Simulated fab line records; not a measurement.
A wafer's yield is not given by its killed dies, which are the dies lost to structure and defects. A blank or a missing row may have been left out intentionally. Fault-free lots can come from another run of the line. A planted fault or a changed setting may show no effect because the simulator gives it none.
fab line records :: flow n5-finfet :: part 2 of 2: steps 18 to 27 of 27
[record]
  lots = 5
  wafers = 15
  last-day = 17
route steps=1938 shown FIN_CUT@172 STI_FIN_REVEAL@183
lots that met no fault: from a run of the same line without faults
start-h: the number of hours between the record's first day and the start of the first shown wafer of the lot :: wait-h: how many hours have passed since the lot's step before this one :: " same as the row above :: L1.1+2: several wafers, shown together as one row :: - either no value or no given start :: * or withheld: withheld :: < > ~ a bound
route shown NAME@n: a module of which the file shows steps, and the number in the route of the first :: usual: average and standard deviation across the fault-free wafers :: same: alike in all rows :: chamber/n: place in a boat :: sites: readings site by site :: _std_site: standard deviation of those values :: _edge_site: mean of outer sites minus mean of inner sites :: radius-mm: for every site, how far away it sits from the centre of the wafer :: mask NAME#n: copy n :: behind: the most recent tool/chamber to have shaped the wafer :: hold: reason for holding the lot/hours on hold/outcome of the hold :: device: the n, p or np transistor that did not switch :: end of line: the route-end tests of the same wafers :: a step given without rows: its recipe and nothing more :: killed: dies lost to structure and defects at the first sort, not the wafer's yield :: map: a wafer's dies, x killed, . not, _ none there
set.NAME: the run value of the setting; set.NAME@STEP: its run value at that earlier step :: model.NAME: the simulator's own value behind a step, which no gauge read
lots at selected steps of the route; one table per step, one row per wafer
services: a tool's chamber out of use, with start hour (start-h, from the record's first day; less than 0 if before it), hours out, and reason
[[steps]]
[step N5_STI_FIN_REVEAL_DENSIFY_30]
[recipe]
  temp-c = *
  time-s = *
  ambient = N2
  idle-temp-c = 600
  ramp-up-c-per-s = 150
  ramp-down-c-per-s = 60
  cool-to-c = 600
[usual]
  lamp-power-pct = 11.53/0.055
  lamp_zone_5_pct = 11.533/0.02
  wafer_temp_C_max = *
lot.wafer: L077.1
tool: rtp-anneal-02
chamber: 0
start-h: 52.78
wait-h: 0.1
lamp-power-pct: 11.59
lamp_zone_5_pct: 11.564
wafer_temp_C_max: *

lot.wafer: L077.2
tool: rtp-anneal-02
chamber: 0
start-h: 52.78
wait-h: 0.1
lamp-power-pct: 11.66
lamp_zone_5_pct: 11.510
wafer_temp_C_max: *

lot.wafer: L077.3
tool: rtp-anneal-02
chamber: 0
start-h: 52.78
wait-h: 0.1
lamp-power-pct: 11.49
lamp_zone_5_pct: 11.525
wafer_temp_C_max: *

lot.wafer: L083.3
tool: rtp-anneal-01
chamber: 0
start-h: 91.65
wait-h: 0.2
lamp-power-pct: 11.54
lamp_zone_5_pct: 11.503
wafer_temp_C_max: *

lot.wafer: L083.5
tool: rtp-anneal-01
chamber: 0
start-h: 91.65
wait-h: 0.2
lamp-power-pct: 11.55
lamp_zone_5_pct: 11.538
wafer_temp_C_max: *

lot.wafer: L083.6
tool: rtp-anneal-01
chamber: 0
start-h: 91.65
wait-h: 0.2
lamp-power-pct: 11.58
lamp_zone_5_pct: 11.538
wafer_temp_C_max: *

lot.wafer: L087.1
tool: rtp-anneal-01
chamber: 0
start-h: 115.74
wait-h: 0.0
lamp-power-pct: 11.55
lamp_zone_5_pct: 11.514
wafer_temp_C_max: *

lot.wafer: L087.2
tool: rtp-anneal-01
chamber: 0
start-h: 115.74
wait-h: 0.0
lamp-power-pct: 11.53
lamp_zone_5_pct: 11.528
wafer_temp_C_max: *

lot.wafer: L087.4
tool: rtp-anneal-01
chamber: 0
start-h: 115.74
wait-h: 0.0
lamp-power-pct: 11.54
lamp_zone_5_pct: 11.517
wafer_temp_C_max: *

lot.wafer: L091.3
tool: rtp-anneal-01
chamber: 0
start-h: 137.59
wait-h: 0.1
lamp-power-pct: 11.56
lamp_zone_5_pct: 11.529
wafer_temp_C_max: *

lot.wafer: L091.4
tool: rtp-anneal-01
chamber: 0
start-h: 137.59
wait-h: 0.1
lamp-power-pct: 11.43
lamp_zone_5_pct: 11.570
wafer_temp_C_max: *

lot.wafer: L091.5
tool: rtp-anneal-01
chamber: 0
start-h: 137.59
wait-h: 0.1
lamp-power-pct: 11.58
lamp_zone_5_pct: 11.530
wafer_temp_C_max: *

lot.wafer: L097.2
tool: rtp-anneal-01
chamber: 0
start-h: 173.80
wait-h: 0.1
lamp-power-pct: 11.57
lamp_zone_5_pct: 11.513
wafer_temp_C_max: *

lot.wafer: L097.3
tool: rtp-anneal-01
chamber: 0
start-h: 173.80
wait-h: 0.1
lamp-power-pct: 11.63
lamp_zone_5_pct: 11.547
wafer_temp_C_max: *

lot.wafer: L097.6
tool: rtp-anneal-01
chamber: 0
start-h: 173.80
wait-h: 0.1
lamp-power-pct: 11.58
lamp_zone_5_pct: 11.535
wafer_temp_C_max: *
[step N5_STI_FIN_REVEAL_ETCHBACK_08]
[recipe]
  chemistry = C4F6/O2
  target = SiO2
  target-depth-a = 305
  time-s = 10.167
  ion-energy-ev = 250
  pressure-mtorr = 30
  source-w = 345
  bias-w = 185
  Ar_flow_sccm = 300
  C4F6_flow_sccm = 10
  O2_flow_sccm = 10
[usual]
  O2_flow_sccm = 9.997/0.03
  drypump-motor-current-A = 5.6/0.44
  oes-product-au = 0.79/0.1
  rf-vpp-V = 665/16
  showerhead-plenum-p-Torr = 2.85/0.068
  throttle-valve-pct = 21.23/0.18
lot.wafer: L077.1
tool: rie-diel-03
chamber: 3
start-h: 53.06
wait-h: 0.3
O2_flow_sccm: 10.010
drypump-motor-current-A: 5.5
oes-product-au: 0.69
rf-hours-counter-h: 233
rf-vpp-V: 674
showerhead-plenum-p-Torr: 2.93
throttle-valve-pct: 21.53

lot.wafer: L077.2
tool: rie-diel-03
chamber: 2
start-h: 53.06
wait-h: 0.3
O2_flow_sccm: 9.963
drypump-motor-current-A: 5.3
oes-product-au: 0.74
rf-hours-counter-h: 185
rf-vpp-V: 676
showerhead-plenum-p-Torr: 2.91
throttle-valve-pct: 21.21

lot.wafer: L077.3
tool: rie-diel-03
chamber: 1
start-h: 53.06
wait-h: 0.3
O2_flow_sccm: 10.005
drypump-motor-current-A: 6.3
oes-product-au: 0.89
rf-hours-counter-h: 31
rf-vpp-V: 699
showerhead-plenum-p-Torr: 2.89
throttle-valve-pct: 21.07

lot.wafer: L083.3
tool: rie-diel-05
chamber: 2
start-h: 91.81
wait-h: 0.1
O2_flow_sccm: 10.027
drypump-motor-current-A: 5.3
oes-product-au: 0.78
rf-hours-counter-h: 87
rf-vpp-V: 657
showerhead-plenum-p-Torr: 2.86
throttle-valve-pct: 21.01

lot.wafer: L083.5
tool: rie-diel-05
chamber: 0
start-h: 91.81
wait-h: 0.1
O2_flow_sccm: 10.020
drypump-motor-current-A: 5.9
oes-product-au: 0.72
rf-hours-counter-h: -
rf-vpp-V: 646
showerhead-plenum-p-Torr: 2.71
throttle-valve-pct: 21.08

lot.wafer: L083.6
tool: rie-diel-05
chamber: 3
start-h: 91.81
wait-h: 0.1
O2_flow_sccm: 10.011
drypump-motor-current-A: 5.8
oes-product-au: 0.73
rf-hours-counter-h: -
rf-vpp-V: 655
showerhead-plenum-p-Torr: 2.85
throttle-valve-pct: 21.45

lot.wafer: L087.1
tool: rie-diel-03
chamber: 2
start-h: 115.95
wait-h: 0.2
O2_flow_sccm: 10.017
drypump-motor-current-A: 5.3
oes-product-au: 0.71
rf-hours-counter-h: 208
rf-vpp-V: 676
showerhead-plenum-p-Torr: 2.90
throttle-valve-pct: 21.23

lot.wafer: L087.2
tool: rie-diel-03
chamber: 1
start-h: 115.95
wait-h: 0.2
O2_flow_sccm: 9.952
drypump-motor-current-A: 6.3
oes-product-au: 0.84
rf-hours-counter-h: 55
rf-vpp-V: 697
showerhead-plenum-p-Torr: 2.88
throttle-valve-pct: 21.09

lot.wafer: L087.4
tool: rie-diel-03
chamber: 0
start-h: 115.95
wait-h: 0.2
O2_flow_sccm: 9.991
drypump-motor-current-A: 5.8
oes-product-au: 0.66
rf-hours-counter-h: -
rf-vpp-V: 641
showerhead-plenum-p-Torr: 2.82
throttle-valve-pct: 21.30

lot.wafer: L091.3
tool: rie-diel-03
chamber: 2
start-h: 137.74
wait-h: 0.1
O2_flow_sccm: 9.989
drypump-motor-current-A: 5.3
oes-product-au: 0.70
rf-hours-counter-h: 217
rf-vpp-V: 676
showerhead-plenum-p-Torr: 2.89
throttle-valve-pct: 21.24

lot.wafer: L091.4
tool: rie-diel-03
chamber: 3
start-h: 137.74
wait-h: 0.1
O2_flow_sccm: 9.972
drypump-motor-current-A: 5.5
oes-product-au: 0.98
rf-hours-counter-h: 6
rf-vpp-V: 675
showerhead-plenum-p-Torr: 2.92
throttle-valve-pct: 21.20

lot.wafer: L091.5
tool: rie-diel-03
chamber: 2
start-h: 137.74
wait-h: 0.1
O2_flow_sccm: 9.978
drypump-motor-current-A: 5.3
oes-product-au: 0.70
rf-hours-counter-h: -
rf-vpp-V: 676
showerhead-plenum-p-Torr: 2.89
throttle-valve-pct: 21.24

lot.wafer: L097.2
tool: rie-diel-05
chamber: 1
start-h: 174.21
wait-h: 0.4
O2_flow_sccm: 9.976
drypump-motor-current-A: 5.2
oes-product-au: 0.94
rf-hours-counter-h: 14
rf-vpp-V: 638
showerhead-plenum-p-Torr: 2.92
throttle-valve-pct: 21.39

lot.wafer: L097.3
tool: rie-diel-05
chamber: 0
start-h: 174.21
wait-h: 0.4
O2_flow_sccm: 9.972
drypump-motor-current-A: 6.0
oes-product-au: 0.70
rf-hours-counter-h: 182
rf-vpp-V: 647
showerhead-plenum-p-Torr: 2.70
throttle-valve-pct: 21.10

lot.wafer: L097.6
tool: rie-diel-05
chamber: 0
start-h: 174.21
wait-h: 0.4
O2_flow_sccm: 9.997
drypump-motor-current-A: 6.0
oes-product-au: 0.72
rf-hours-counter-h: -
rf-vpp-V: 647
showerhead-plenum-p-Torr: 2.70
throttle-valve-pct: 21.12
[step N5_STI_FIN_REVEAL_STRIP_24]
[recipe]
  chemistry = N2/H2
  time-s = 90
  power-w = 100
  temp-c = 40
  pressure-mtorr = 100
  rf-frequency-hz = 6e+07
  bias-power-w = 3
  n2-flow-sccm = 300
  h2-flow-sccm = 300
[usual]
  drypump-motor-current-A = 5.6/0.44
  oes-product-au = 0.79/0.098
  rf-vpp-V = 45.4/0.82
  showerhead-plenum-p-Torr = 3.40/0.075
  throttle-valve-pct = 12.29/0.27
lot.wafer: L077.1
tool: rie-diel-03
chamber: 3
start-h: 53.10
wait-h: 0.0
drypump-motor-current-A: 5.5
oes-product-au: 0.67
rf-hours-counter-h: 233
rf-vpp-V: 44.4
showerhead-plenum-p-Torr: 3.48
throttle-valve-pct: 12.68

lot.wafer: L077.2
tool: rie-diel-03
chamber: 2
start-h: 53.10
wait-h: 0.0
drypump-motor-current-A: 5.4
oes-product-au: 0.73
rf-hours-counter-h: 185
rf-vpp-V: 46.2
showerhead-plenum-p-Torr: 3.48
throttle-valve-pct: 12.39

lot.wafer: L077.3
tool: rie-diel-03
chamber: 1
start-h: 53.10
wait-h: 0.0
drypump-motor-current-A: 6.4
oes-product-au: 0.89
rf-hours-counter-h: 31
rf-vpp-V: 44.2
showerhead-plenum-p-Torr: 3.44
throttle-valve-pct: 12.03

lot.wafer: L083.3
tool: rie-diel-05
chamber: 2
start-h: 91.84
wait-h: 0.0
drypump-motor-current-A: 5.3
oes-product-au: 0.78
rf-hours-counter-h: 87
rf-vpp-V: 46.3
showerhead-plenum-p-Torr: 3.43
throttle-valve-pct: 12.21

lot.wafer: L083.5
tool: rie-diel-05
chamber: 0
start-h: 91.84
wait-h: 0.0
drypump-motor-current-A: 6.0
oes-product-au: 0.74
rf-hours-counter-h: -
rf-vpp-V: 45.1
showerhead-plenum-p-Torr: 3.25
throttle-valve-pct: 12.22

lot.wafer: L083.6
tool: rie-diel-05
chamber: 3
start-h: 91.84
wait-h: 0.0
drypump-motor-current-A: 5.8
oes-product-au: 0.73
rf-hours-counter-h: -
rf-vpp-V: 45.3
showerhead-plenum-p-Torr: 3.36
throttle-valve-pct: 12.42

lot.wafer: L087.1
tool: rie-diel-03
chamber: 2
start-h: 115.99
wait-h: 0.0
drypump-motor-current-A: 5.3
oes-product-au: 0.70
rf-hours-counter-h: 208
rf-vpp-V: 44.8
showerhead-plenum-p-Torr: 3.47
throttle-valve-pct: 12.43

lot.wafer: L087.2
tool: rie-diel-03
chamber: 1
start-h: 115.99
wait-h: 0.0
drypump-motor-current-A: 6.3
oes-product-au: 0.85
rf-hours-counter-h: 55
rf-vpp-V: 45.2
showerhead-plenum-p-Torr: 3.43
throttle-valve-pct: 12.10

lot.wafer: L087.4
tool: rie-diel-03
chamber: 0
start-h: 115.99
wait-h: 0.0
drypump-motor-current-A: 5.8
oes-product-au: 0.67
rf-hours-counter-h: -
rf-vpp-V: 46.3
showerhead-plenum-p-Torr: 3.34
throttle-valve-pct: 12.38

lot.wafer: L091.3
tool: rie-diel-03
chamber: 2
start-h: 137.78
wait-h: 0.0
drypump-motor-current-A: 5.4
oes-product-au: 0.71
rf-hours-counter-h: 217
rf-vpp-V: 46.1
showerhead-plenum-p-Torr: 3.47
throttle-valve-pct: 12.45

lot.wafer: L091.4
tool: rie-diel-03
chamber: 3
start-h: 137.78
wait-h: 0.0
drypump-motor-current-A: 5.5
oes-product-au: 0.96
rf-hours-counter-h: 6
rf-vpp-V: 45.5
showerhead-plenum-p-Torr: 3.47
throttle-valve-pct: 12.10

lot.wafer: L091.5
tool: rie-diel-03
chamber: 2
start-h: 137.78
wait-h: 0.0
drypump-motor-current-A: 5.4
oes-product-au: 0.70
rf-hours-counter-h: -
rf-vpp-V: 43.6
showerhead-plenum-p-Torr: 3.47
throttle-valve-pct: 12.46

lot.wafer: L097.2
tool: rie-diel-05
chamber: 1
start-h: 174.25
wait-h: 0.0
drypump-motor-current-A: 5.3
oes-product-au: 0.95
rf-hours-counter-h: 14
rf-vpp-V: 44.2
showerhead-plenum-p-Torr: 3.48
throttle-valve-pct: 12.25

lot.wafer: L097.3
tool: rie-diel-05
chamber: 0
start-h: 174.25
wait-h: 0.0
drypump-motor-current-A: 6.0
oes-product-au: 0.72
rf-hours-counter-h: 182
rf-vpp-V: 45.9
showerhead-plenum-p-Torr: 3.23
throttle-valve-pct: 12.28

lot.wafer: L097.6
tool: rie-diel-05
chamber: 0
start-h: 174.25
wait-h: 0.0
drypump-motor-current-A: 6.0
oes-product-au: 0.72
rf-hours-counter-h: -
rf-vpp-V: 44.9
showerhead-plenum-p-Torr: 3.23
throttle-valve-pct: 12.30
[step N5_STI_FIN_REVEAL_PRECLEAN_25]
[recipe]
  chemistry = SPM
  time-s = 90
  temp-c = 120
  mix = 4:1
lot.wafer: L077.1+2+3
tool: wet-bench-02
chamber: 4,5,3
start-h: 53.22
wait-h: 0.1

lot.wafer: L083.3+5+6
tool: wet-bench-02
chamber: 2,6,1
start-h: 91.96
wait-h: 0.1

lot.wafer: L087.1+2+4
tool: wet-bench-05
chamber: 3,2,7
start-h: 116.11
wait-h: 0.1

lot.wafer: L091.3+4+5
tool: wet-bench-02
chamber: 5,1,6
start-h: 137.90
wait-h: 0.1

lot.wafer: L097.2+3+6
tool: wet-bench-02
chamber: 1,6,2
start-h: 174.37
wait-h: 0.1
[step N5_STI_FIN_REVEAL_PRECLEAN_26]
[recipe]
  chemistry = SC1
  time-s = 45
  temp-c = 46
  mix = 1:2:100
[usual]
  diw-flow-mL-min = 1457/4.6
lot.wafer: L077.1
tool: wet-bench-02
chamber: 4
start-h: 53.25
wait-h: 0.0
diw-flow-mL-min: 1457

lot.wafer: L077.2
tool: wet-bench-02
chamber: 5
start-h: 53.25
wait-h: 0.0
diw-flow-mL-min: 1462

lot.wafer: L077.3
tool: wet-bench-02
chamber: 3
start-h: 53.25
wait-h: 0.0
diw-flow-mL-min: 1460

lot.wafer: L083.3
tool: wet-bench-02
chamber: 2
start-h: 91.99
wait-h: 0.0
diw-flow-mL-min: 1455

lot.wafer: L083.5
tool: wet-bench-02
chamber: 6
start-h: 91.99
wait-h: 0.0
diw-flow-mL-min: 1458

lot.wafer: L083.6
tool: wet-bench-02
chamber: 1
start-h: 91.99
wait-h: 0.0
diw-flow-mL-min: 1457

lot.wafer: L087.1
tool: wet-bench-05
chamber: 3
start-h: 116.14
wait-h: 0.0
diw-flow-mL-min: 1460

lot.wafer: L087.2
tool: wet-bench-05
chamber: 2
start-h: 116.14
wait-h: 0.0
diw-flow-mL-min: 1462

lot.wafer: L087.4
tool: wet-bench-05
chamber: 7
start-h: 116.14
wait-h: 0.0
diw-flow-mL-min: 1460

lot.wafer: L091.3
tool: wet-bench-02
chamber: 5
start-h: 137.93
wait-h: 0.0
diw-flow-mL-min: 1460

lot.wafer: L091.4
tool: wet-bench-02
chamber: 1
start-h: 137.93
wait-h: 0.0
diw-flow-mL-min: 1458

lot.wafer: L091.5
tool: wet-bench-02
chamber: 6
start-h: 137.93
wait-h: 0.0
diw-flow-mL-min: 1461

lot.wafer: L097.2
tool: wet-bench-02
chamber: 1
start-h: 174.40
wait-h: 0.0
diw-flow-mL-min: 1466

lot.wafer: L097.3
tool: wet-bench-02
chamber: 6
start-h: 174.40
wait-h: 0.0
diw-flow-mL-min: 1449

lot.wafer: L097.6
tool: wet-bench-02
chamber: 2
start-h: 174.40
wait-h: 0.0
diw-flow-mL-min: 1463
[step N5_STI_FIN_REVEAL_PRECLEAN_29]
[recipe]
  chemistry = DHF
  time-s = 30
  temp-c = 25
  dilution = 300:1
lot.wafer: L077.1+2+3
tool: wet-bench-02
chamber: 4,5,3
start-h: 53.26
wait-h: 0.0

lot.wafer: L083.3+5+6
tool: wet-bench-02
chamber: 2,6,1
start-h: 92.00
wait-h: 0.0

lot.wafer: L087.1+2+4
tool: wet-bench-05
chamber: 3,2,7
start-h: 116.15
wait-h: 0.0

lot.wafer: L091.3+4+5
tool: wet-bench-02
chamber: 5,1,6
start-h: 137.94
wait-h: 0.0

lot.wafer: L097.2+3+6
tool: wet-bench-02
chamber: 1,6,2
start-h: 174.41
wait-h: 0.0
[step N5_STI_FIN_REVEAL_SRD_12]
[recipe]
  time-s = 30
  temp-c = 23
  rinse-liquid = diw
  dry = ipa-marangoni
lot.wafer: L077.1+2+3
tool: wet-bench-02
chamber: 4,5,3
start-h: 53.27
wait-h: 0.0

lot.wafer: L083.3+5+6
tool: wet-bench-02
chamber: 2,6,1
start-h: 92.01
wait-h: 0.0

lot.wafer: L087.1+2+4
tool: wet-bench-05
chamber: 3,2,7
start-h: 116.16
wait-h: 0.0

lot.wafer: L091.3+4+5
tool: wet-bench-02
chamber: 5,1,6
start-h: 137.95
wait-h: 0.0

lot.wafer: L097.2+3+6
tool: wet-bench-02
chamber: 1,6,2
start-h: 174.42
wait-h: 0.0
[step N5_STI_FIN_REVEAL_RECESS_09]
[recipe]
  chemistry = HF/NH3
  target = SiO2
  afs-cycles = 11
  target-depth-a = 425
  temp-c = 30
  sublimation-temp-c = 180
  sublimation-time-s = 60
[usual]
  drypump-motor-current-A = 5.58/0.28
[same]
  sublimation-time-s = 60
lot.wafer: L077.1
tool: vapor-etch-02
chamber: 1
start-h: 53.31
wait-h: 0.0
drypump-motor-current-A: 5.18

lot.wafer: L077.2
tool: vapor-etch-02
chamber: 0
start-h: 53.31
wait-h: 0.0
drypump-motor-current-A: 5.89

lot.wafer: L077.3
tool: vapor-etch-02
chamber: 1
start-h: 53.31
wait-h: 0.0
drypump-motor-current-A: 5.19

lot.wafer: L083.3
tool: vapor-etch-02
chamber: 1
start-h: 92.61
wait-h: 0.6
drypump-motor-current-A: 5.22

lot.wafer: L083.5
tool: vapor-etch-02
chamber: 1
start-h: 92.61
wait-h: 0.6
drypump-motor-current-A: 5.21

lot.wafer: L083.6
tool: vapor-etch-02
chamber: 0
start-h: 92.61
wait-h: 0.6
drypump-motor-current-A: 5.89

lot.wafer: L087.1
tool: vapor-etch-02
chamber: 1
start-h: 116.20
wait-h: 0.0
drypump-motor-current-A: 5.19

lot.wafer: L087.2
tool: vapor-etch-02
chamber: 0
start-h: 116.20
wait-h: 0.0
drypump-motor-current-A: 5.90

lot.wafer: L087.4
tool: vapor-etch-02
chamber: 0
start-h: 116.20
wait-h: 0.0
drypump-motor-current-A: 5.87

lot.wafer: L091.3
tool: vapor-etch-01
chamber: 1
start-h: 138.52
wait-h: 0.6
drypump-motor-current-A: 5.70

lot.wafer: L091.4
tool: vapor-etch-01
chamber: 0
start-h: 138.52
wait-h: 0.6
drypump-motor-current-A: 5.58

lot.wafer: L091.5
tool: vapor-etch-01
chamber: 0
start-h: 138.52
wait-h: 0.6
drypump-motor-current-A: 5.58

lot.wafer: L097.2
tool: vapor-etch-02
chamber: 1
start-h: 174.47
wait-h: 0.0
drypump-motor-current-A: 5.18

lot.wafer: L097.3
tool: vapor-etch-02
chamber: 0
start-h: 174.47
wait-h: 0.0
drypump-motor-current-A: 5.92

lot.wafer: L097.6
tool: vapor-etch-02
chamber: 0
start-h: 174.47
wait-h: 0.0
drypump-motor-current-A: 5.91
[step N5_STI_FIN_REVEAL_STRIP_16]
[recipe]
  chemistry = H3PO4
  material = SiNx
  temp-c = 165
  target-depth-a = 238
  overetch-fraction = 0.4964
  dry = ipa-marangoni
lot.wafer: L077.1+2+3
tool: wet-bench-02
chamber: 4,1,5
start-h: 54.93
wait-h: 1.1

lot.wafer: L083.3+5+6
tool: wet-bench-05
chamber: 0,5,4
start-h: 93.70
wait-h: 0.6

lot.wafer: L087.1+2+4
tool: wet-bench-05
chamber: 0,1,2
start-h: 117.82
wait-h: 1.1

lot.wafer: L091.3+4+5
tool: wet-bench-05
chamber: 5,1,3
start-h: 139.61
wait-h: 0.6

lot.wafer: L097.2+3+6
tool: wet-bench-02
chamber: 7,3,5
start-h: 176.08
wait-h: 1.1
[step N5_STI_FIN_REVEAL_PRECLEAN_17]
[recipe]
  chemistry = NF3:NH3
  afs-cycles = 1
  temp-c = 30
  time-s = 20
  sublimation-temp-c = 180
  sublimation-time-s = 60
  pressure-torr = 3
  rf-power-w = 30
[usual]
  rf-power-w = 29.99/0.09
[same]
  sublimation-time-s = 60
lot.wafer: L077.1
tool: remote-plasma-02
chamber: 0
start-h: 55.20
wait-h: 0.0
rf-power-w: 29.97

lot.wafer: L077.2
tool: remote-plasma-02
chamber: 0
start-h: 55.20
wait-h: 0.0
rf-power-w: 29.96

lot.wafer: L077.3
tool: remote-plasma-02
chamber: 0
start-h: 55.20
wait-h: 0.0
rf-power-w: 29.92

lot.wafer: L083.3
tool: remote-plasma-01
chamber: 0
start-h: 94.03
wait-h: 0.1
rf-power-w: 30.12

lot.wafer: L083.5
tool: remote-plasma-01
chamber: 0
start-h: 94.03
wait-h: 0.1
rf-power-w: 29.85

lot.wafer: L083.6
tool: remote-plasma-01
chamber: 0
start-h: 94.03
wait-h: 0.1
rf-power-w: 29.94

lot.wafer: L087.1
tool: remote-plasma-01
chamber: 1
start-h: 118.09
wait-h: 0.0
rf-power-w: 29.95

lot.wafer: L087.2
tool: remote-plasma-01
chamber: 1
start-h: 118.09
wait-h: 0.0
rf-power-w: 30.04

lot.wafer: L087.4
tool: remote-plasma-01
chamber: 1
start-h: 118.09
wait-h: 0.0
rf-power-w: 30.03

lot.wafer: L091.3
tool: remote-plasma-02
chamber: 1
start-h: 140.18
wait-h: 0.1
rf-power-w: 30.03

lot.wafer: L091.4
tool: remote-plasma-02
chamber: 1
start-h: 140.18
wait-h: 0.1
rf-power-w: 30.03

lot.wafer: L091.5
tool: remote-plasma-02
chamber: 1
start-h: 140.18
wait-h: 0.1
rf-power-w: 30.12

lot.wafer: L097.2
tool: remote-plasma-01
chamber: 0
start-h: 176.38
wait-h: 0.1
rf-power-w: 29.86

lot.wafer: L097.3
tool: remote-plasma-01
chamber: 0
start-h: 176.38
wait-h: 0.1
rf-power-w: 29.99

lot.wafer: L097.6
tool: remote-plasma-01
chamber: 0
start-h: 176.38
wait-h: 0.1
rf-power-w: 29.93
[[services]]
tool: wet-bench-04
chamber: -
start-h: 23.36
hours: 2.0
kind: repair

tool: cmp-03
chamber: -
start-h: 26.58
hours: 1.3
kind: repair

tool: rie-diel-01
chamber: -
start-h: 30.20
hours: 1.6
kind: repair

tool: rie-diel-06
chamber: 0
start-h: 30.96
hours: 1.5
kind: repair

tool: rie-si-06
chamber: 3
start-h: 34.96
hours: 11.3
kind: repair

tool: furnace-02
chamber: -
start-h: 44.05
hours: 20.0
kind: repair

tool: cmp-03
chamber: -
start-h: 59.88
hours: 3.7
kind: pm

tool: rie-diel-05
chamber: 0
start-h: 63.64
hours: 5.0
kind: repair

tool: cmp-02
chamber: -
start-h: 65.66
hours: 13.7
kind: pm

tool: rie-si-06
chamber: 0
start-h: 66.67
hours: 2.8
kind: repair

tool: vapor-etch-01
chamber: -
start-h: 67.59
hours: 0.8
kind: repair

tool: vapor-etch-02
chamber: 0
start-h: 75.10
hours: 0.7
kind: repair

tool: fcvd-01
chamber: 1
start-h: 78.20
hours: 7.7
kind: repair

tool: vapor-etch-01
chamber: -
start-h: 78.54
hours: 0.8
kind: repair

tool: ald-sin-03
chamber: -
start-h: 85.25
hours: 14.0
kind: pm

tool: vapor-etch-01
chamber: -
start-h: 86.88
hours: 14.6
kind: pm

tool: rie-diel-01
chamber: -
start-h: 94.56
hours: 2.8
kind: pm

tool: rie-si-01
chamber: -
start-h: 100.82
hours: 0.3
kind: repair

tool: rie-diel-01
chamber: 0
start-h: 114.37
hours: 7.6
kind: repair

tool: rie-diel-06
chamber: 1
start-h: 127.09
hours: 2.5
kind: repair

tool: rie-diel-06
chamber: 2
start-h: 139.56
hours: 7.7
kind: repair

tool: rie-diel-01
chamber: 3
start-h: 142.69
hours: 2.2
kind: repair

tool: fcvd-01
chamber: -
start-h: 151.81
hours: 2.8
kind: pm

tool: ald-sin-03
chamber: -
start-h: 161.72
hours: 6.1
kind: pm
